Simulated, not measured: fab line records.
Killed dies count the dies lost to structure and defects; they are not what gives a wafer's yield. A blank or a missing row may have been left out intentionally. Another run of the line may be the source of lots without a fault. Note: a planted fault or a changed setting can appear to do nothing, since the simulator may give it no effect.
Chamber matching	flow n5 finfet	N5_BEOL_M9_VIA_ETCH_34 on rie diel-02: 4 sister chambers
The step etches SiCOH lowk in C4F6/O2, target depth 182.4 nm, time 68.4 s. 16 wafers are shown with their chamber, then 8 later ones without.

== EACH WAFER AND ITS CHAMBER ==
wafer	chamber	rf vpp V (V)	showerhead plenum p Torr (Torr)	drypump motor current A (A)
L080.1	1	686	2.99	5.98
L080.3	0	685	2.78	5.51
L080.5	2	638	2.86	5.95
L082.1	1	684	2.99	5.97
L082.2	3	619	2.80	6.13
L082.6	1	686	2.99	5.98
L081.2	2	637	2.85	5.99
L081.4	3	619	2.80	6.13
L081.6	2	638	2.85	5.98
L084.2	1	685	2.98	5.99
L084.3	3	620	2.80	6.15
L084.6	1	686	2.98	5.98
L085.1	3	620	2.80	6.13
L085.3	1	685	2.98	5.97
L085.6	3	619	2.80	6.15
L086.1	2	638	2.85	5.99

SIGNATURES (means of the wafers above)
reading	chamber 0	chamber 1	chamber 2	chamber 3	scatter within a chamber
rf vpp V	685.00	685.33	637.75	619.40	0.664
showerhead plenum p Torr	2.7800	2.9850	2.8525	2.8000	0.00433
drypump motor current A	5.5100	5.9783	5.9775	6.1380	0.0124
Rule: for each reading, subtract the chamber's mean from the wafer's reading, divide by that reading's scatter and square the result; add these up over the readings and take the root, which gives the wafer's distance from the chamber. If the next closest chamber is less than 2 further off than the closest, the wafer can't be placed; otherwise it belongs to the closest. How the scatter is found: for the shown wafers, subtract from each reading the mean of its chamber, square and add these, divide the total by (wafers less chambers), then take the root.

== WAFERS WITH NO CHAMBER GIVEN ==
wafer	rf vpp V (V)	showerhead plenum p Torr (Torr)	drypump motor current A (A)
L086.2	684	2.98	6.01
L086.5	684	2.98	5.97
L091.4	685	2.98	5.99
L091.5	637	2.85	5.99
L091.6	684	2.98	5.96
L096.3	686	2.97	5.96
L096.5	683	2.76	5.53
L096.6	619	2.79	6.14

== WHICH CHAMBER EACH ONE RAN IN ==
wafer	from the rows above	in truth
L086.2	1	1
L086.5	1	1
L091.4	1	1
L091.5	2	2
L091.6	1	1
L096.3	1	1
L096.5	0	0
L096.6	3	3
8 of 8 placed correctly. From these rows, 0 cannot be placed. Wrongly placed: 0.
